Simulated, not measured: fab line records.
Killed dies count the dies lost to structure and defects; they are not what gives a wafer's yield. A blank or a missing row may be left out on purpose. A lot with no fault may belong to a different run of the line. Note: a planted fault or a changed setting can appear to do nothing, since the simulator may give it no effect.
Chamber matching / flow nand harc / NHARC_A_STAIRCASE_TRIM_187 on rie diel-03 has 4 sister chambers
The step chemistry O2, time 211.2 s. 8 wafers are shown with their chamber, then 12 later ones without.

## WAFERS, EACH WITH ITS CHAMBER
wafer=L082.1; chamber=2; showerhead plenum p Torr (Torr)=3.59; drypump motor current A (A)=6.1
wafer=L089.2; chamber=3; showerhead plenum p Torr (Torr)=3.40; drypump motor current A (A)=5.9
wafer=L087.1; chamber=2; showerhead plenum p Torr (Torr)=3.58; drypump motor current A (A)=6.0
wafer=L087.3; chamber=0; showerhead plenum p Torr (Torr)=3.38; drypump motor current A (A)=6.2
wafer=L087.4; chamber=1; showerhead plenum p Torr (Torr)=3.58; drypump motor current A (A)=5.7
wafer=L088.3; chamber=0; showerhead plenum p Torr (Torr)=3.38; drypump motor current A (A)=6.1
wafer=L088.4; chamber=3; showerhead plenum p Torr (Torr)=3.40; drypump motor current A (A)=5.9
wafer=L088.6; chamber=1; showerhead plenum p Torr (Torr)=3.58; drypump motor current A (A)=5.7

## WAFERS WHOSE CHAMBER IS MISSING
wafer=L090.3; showerhead plenum p Torr (Torr)=3.40; drypump motor current A (A)=5.9
wafer=L090.4; showerhead plenum p Torr (Torr)=3.58; drypump motor current A (A)=6.1
wafer=L090.5; showerhead plenum p Torr (Torr)=3.58; drypump motor current A (A)=5.7
wafer=L091.1; showerhead plenum p Torr (Torr)=3.38; drypump motor current A (A)=6.1
wafer=L091.2; showerhead plenum p Torr (Torr)=3.58; drypump motor current A (A)=5.6
wafer=L091.6; showerhead plenum p Torr (Torr)=3.38; drypump motor current A (A)=6.1
wafer=L094.1; showerhead plenum p Torr (Torr)=3.57; drypump motor current A (A)=5.6
wafer=L094.4; showerhead plenum p Torr (Torr)=3.57; drypump motor current A (A)=6.1
wafer=L094.6; showerhead plenum p Torr (Torr)=3.57; drypump motor current A (A)=5.6
wafer=L097.1; showerhead plenum p Torr (Torr)=3.38; drypump motor current A (A)=5.9
wafer=L097.4; showerhead plenum p Torr (Torr)=3.57; drypump motor current A (A)=5.6
wafer=L097.6; showerhead plenum p Torr (Torr)=3.57; drypump motor current A (A)=6.0

## WHICH CHAMBER EACH WENT THROUGH
wafer=L090.3; from the rows above=3; in truth=3
wafer=L090.4; from the rows above=2; in truth=2
wafer=L090.5; from the rows above=1; in truth=1
wafer=L091.1; from the rows above=0; in truth=0
wafer=L091.2; from the rows above=1; in truth=1
wafer=L091.6; from the rows above=0; in truth=0
wafer=L094.1; from the rows above=1; in truth=1
wafer=L094.4; from the rows above=2; in truth=2
wafer=L094.6; from the rows above=1; in truth=1
wafer=L097.1; from the rows above=can't be placed: 0 or 3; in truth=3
wafer=L097.4; from the rows above=1; in truth=1
wafer=L097.6; from the rows above=2; in truth=2
Placed correctly: 11 of 12. Not placeable from these rows: 1 (in 1, the candidates include the true chamber). 0 placed wrongly.
How it was worked out, from the rows above alone: a wafer's distance from a chamber is the root of the sum, over the readings, of the square of ((its reading less the chamber's mean) divided by the reading's scatter). The wafer belongs to the nearest chamber; if the next one is less than 2 further off, it can't be placed. Each chamber's mean is taken over the wafers shown for it. How the scatter is found: for the shown wafers, subtract from each reading the mean of its chamber, square and add these, divide the total by (wafers less chambers), then take the root.
